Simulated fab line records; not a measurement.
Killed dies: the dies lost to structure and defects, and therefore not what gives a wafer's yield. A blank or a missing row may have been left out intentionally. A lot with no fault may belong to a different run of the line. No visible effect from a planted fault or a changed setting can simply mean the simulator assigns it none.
What tool caused it?    flow n5 finfet    10 lots, 29 wafers sampled, at 1 step of a route of 1938

== WHAT EACH GAUGE READ, for each wafer ==
N5_DUMMY_GATE_CD_MEAS_50: the cd target is 14 nm.
lot   measured     on         cd nm (nm)
L280  day 3 04:43  cd sem-01  14.1 14.0 14.5
L281  day 3 14:37  cd sem-01  13.9 13.5 13.2
L282  day 3 19:27  cd sem-03  14.8 13.9 14.6
L286  day 4 16:59  cd sem-03  13.5 14.2 14.0
L294  day 6 22:24  cd sem-03  14.1 14.1 13.3
L295  day 6 22:25  cd sem-02  14.1 14.2 14.1
L299  day 7 21:59  cd sem-02  14.1 13.8
L300  day 8 03:47  cd sem-03  14.0 13.8 14.5
L301  day 8 09:43  cd sem-02  15.0 14.9 14.7
L302  day 8 16:07  cd sem-02  14.3 13.8 13.2

== WHAT TOOL EACH LOT RAN ON (gives the tool, then ch and the chambers of the sampled wafers, and finally the start) ==
The record holds no process step before these readings.

== THE ANSWER, worked out from the rows above alone ==
Rule: usual is defined by the lots themselves. Put in order of their means at a reading, lots are off if they are a third of the lots or fewer, leave a main group of 4 or more, and stand apart from it by a gap of 3 or more times the standard deviation of the main group's means; of several such gaps the widest counts. The tables above print the reading to a certain number of digits; a main group whose means all agree to those digits is not used. A lot without any number at a reading at which 4 lots or more have one is off too. All remaining lots with rows at the step are treated as sound.
Across all readings shown, no lot is off: no conclusion can be drawn from this.

== WHAT THE SIMULATOR PUT IN ==
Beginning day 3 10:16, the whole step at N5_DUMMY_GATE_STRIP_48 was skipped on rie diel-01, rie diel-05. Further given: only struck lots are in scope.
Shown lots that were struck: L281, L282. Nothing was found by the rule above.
